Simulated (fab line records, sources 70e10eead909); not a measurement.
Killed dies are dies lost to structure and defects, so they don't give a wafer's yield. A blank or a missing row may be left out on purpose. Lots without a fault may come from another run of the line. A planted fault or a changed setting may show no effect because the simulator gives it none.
Chamber matching | flow nand_harc | NHARC_A_STAIRCASE_DESCUM_219 on rie_diel-11: 4 sister chambers
The step chemistry O2, time 3 s. 14 wafers are shown with their chamber, then 7 later ones without.

WAFERS WITH THEIR CHAMBER
wafer  | chamber | showerhead_plenum_p_Torr (Torr) | drypump_motor_current_A (A) | oes_product_au (a.u.)
L074.1 | 2       | 1.96                            | 5.6                         | 1.000
L074.3 | 3       | 1.79                            | 6.1                         | 1.017
L074.4 | 0       | 1.85                            | 6.5                         | 0.992
L078.4 | 0       | 1.85                            | 6.5                         | 1.002
L078.5 | 0       | 1.85                            | 6.5                         | 1.004
L078.6 | 2       | 1.95                            | 5.6                         | 1.005
L079.1 | 0       | 1.85                            | 6.5                         | 1.000
L079.4 | 2       | 1.95                            | 5.5                         | 1.007
L079.6 | 2       | 1.95                            | 5.5                         | 1.003
L083.3 | 0       | 1.84                            | 6.5                         | 0.992
L083.5 | 2       | 1.95                            | 5.6                         | 1.002
L083.6 | 1       | 1.92                            | 5.7                         | 0.996
L084.3 | 0       | 1.84                            | 6.5                         | 0.981
L084.4 | 2       | 1.95                            | 5.5                         | 1.001

SIGNATURES (means of the wafers above)
reading                  | chamber 0 | chamber 1 | chamber 2 | chamber 3 | scatter within a chamber
showerhead_plenum_p_Torr | 1.8467    | 1.9200    | 1.9517    | 1.7900    | 0.00465
drypump_motor_current_A  | 6.500     | 5.700     | 5.550     | 6.100     | 0.0387
oes_product_au           | 0.99517   | 0.99600   | 1.00300   | 1.01700   | 0.00635
Rule: a wafer's distance from a chamber is the root of the sum, over the readings, of the square of ((its reading less the chamber's mean) divided by the reading's scatter). The wafer belongs to the nearest chamber; if the next one is less than 2 further off, it can't be placed. The scatter: the root of (the sum of the squares of (reading less its chamber's mean) over the shown wafers, divided by (wafers less chambers)).

WAFERS WITHOUT THEIR CHAMBER
wafer  | showerhead_plenum_p_Torr (Torr) | drypump_motor_current_A (A) | oes_product_au (a.u.)
L084.6 | 1.95                            | 5.5                         | 0.986
L087.2 | 1.84                            | 6.5                         | 0.979
L087.3 | 1.78                            | 6.1                         | 0.988
L087.5 | 1.92                            | 5.7                         | 0.994
L090.2 | 1.91                            | 5.7                         | 1.000
L090.4 | 1.78                            | 6.1                         | 0.988
L090.5 | 1.83                            | 6.5                         | 0.980

WHICH CHAMBER EACH WENT THROUGH
wafer  | from the rows above | in truth
L084.6 | 2                   | 2
L087.2 | 0                   | 0
L087.3 | 3                   | 3
L087.5 | 1                   | 1
L090.2 | 1                   | 1
L090.4 | 3                   | 3
L090.5 | 0                   | 0
Placed correctly: 7 of 7. Can't be placed from these rows: 0. Placed wrongly: 0.
